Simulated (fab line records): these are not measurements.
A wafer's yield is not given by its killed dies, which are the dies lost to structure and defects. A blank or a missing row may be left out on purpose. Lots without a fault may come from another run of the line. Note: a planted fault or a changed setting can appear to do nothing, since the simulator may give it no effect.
Split-lot study	flow n5-finfet	route with 1938 steps; 7 lots, 21 wafers read

## THE SPLIT ITSELF
At N5_MIM_TOP_ALD_01 (deposits HfO2, target thk 5.6 nm, pulse time 1 s, purge time 3 s), the setting ald-cycles was moved away from the recipe's 62 on 12 of the 21 wafers read, by -16.1% to +16.1%. For the rest of the wafers, this setting stayed at what the recipe calls for.

Reading taken at the split's own step.

## THE READING
HfO2_of_MIM_TOP_ALD_01.thk-nm (the simulator's own value, which no gauge read), in nm, at N5_MIM_TOP_ALD_01 (deposits HfO2, target thk 5.6 nm, pulse time 1 s, purge time 3 s). There is no usual value for it anywhere in the file.

wafer	tool, chamber at the split	ald-cycles as run	against the recipe	HfO2_of_MIM_TOP_ALD_01.thk-nm, nm	against lot-mates on the recipe
L074.2	ald-hk-03, 2,1,2	62	recipe	5.6	-
L074.4	ald-hk-03, 2,1,2	62	recipe	5.6	-
L074.6	ald-hk-03, 2,1,2	62	recipe	5.6	-
L075.1	ald-hk-02, 0	72	+16.1%	6.4	+0.8
L075.3	ald-hk-02, 3	72	+16.1%	6.6	+1.0
L075.6	ald-hk-02, 2	62	recipe	5.6	-
L077.3	ald-hk-03, 0	62	recipe	5.6	-
L077.4	ald-hk-03, 3,0	72	+16.1%	6.6	+1.0
L077.6	ald-hk-03, 3,0	72	+16.1%	6.6	+1.0
L082.1	ald-hk-03, 0	62	recipe	5.6	-
L082.2	ald-hk-03, 2,3	69	+11.3%	6.2	+0.6
L082.3	ald-hk-03, 2,3	69	+11.3%	6.2	+0.6
L086.2	ald-hk-03, 3,1	70	+12.9%	6.4	+0.8
L086.6	ald-hk-03, 3,1	70	+12.9%	6.4	+0.8
L086.5	ald-hk-03, 2	62	recipe	5.6	-
L090.1	ald-hk-02, 3,0	52	-16.1%	4.6	-1.0
L090.3	ald-hk-02, 3,0	52	-16.1%	4.6	-1.0
L090.5	ald-hk-02, 1	62	recipe	5.6	-
L092.1	ald-hk-01, 2	59	-4.8%	5.4	-0.2
L092.4	ald-hk-01, 3	62	recipe	5.6	-
L092.5	ald-hk-01, 1	59	-4.8%	5.2	-0.4
If several chambers appear in one row, that row covers several wafers at once and the file leaves open which wafer was in which chamber.

FIT RESULTS
A straight line over all 21 wafers: HfO2_of_MIM_TOP_ALD_01.thk-nm changes by +0.0599 nm for each +1% of ald-cycles; r = +1.00; the points scatter about the line by 0.058 nm.
The same after taking each lot's own level away (the mean of its wafers on the recipe; 21 wafers): +0.0599 nm for each +1%; r = +1.00; scatter 0.058 nm.
On that fit, the largest move of ald-cycles shifts the reading by 0.97 nm.
The lots' own levels span 5.60 to 5.60 nm.
So the lot-to-lot level changes the slope little: the two slopes agree.
Check: with one of the wafers moved furthest among these (+16.1%) left out of the fit, the line predicts +0.977 nm for it against its lot-mates. Against them it came out at +0.8 nm.

## OTHER SPLITS APPLIED TO THESE WAFERS
Note: prior to the reading, these wafers also went through further splits. Each is held against what the fit with the lots' levels taken away leaves over:
other split on the same wafers	wafers away from the commonest value	r with HfO2_of_MIM_TOP_ALD_01.thk-nm (lot level and that fit taken away)
N5_BEOL_M13_EXPOSE_07 dose-mj	7	-0.12
N5_BEOL_M14_SPUTTER_43 power-w	6	-0.22
N5_MIM_BOT_SPUTTER_00 time-s	6	-0.05

## THE FILE'S OWN FIT
HfO2_of_MIM_TOP_ALD_01.thk-nm changes by +0.0595 nm for each +1% of ald-cycles, r = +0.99.
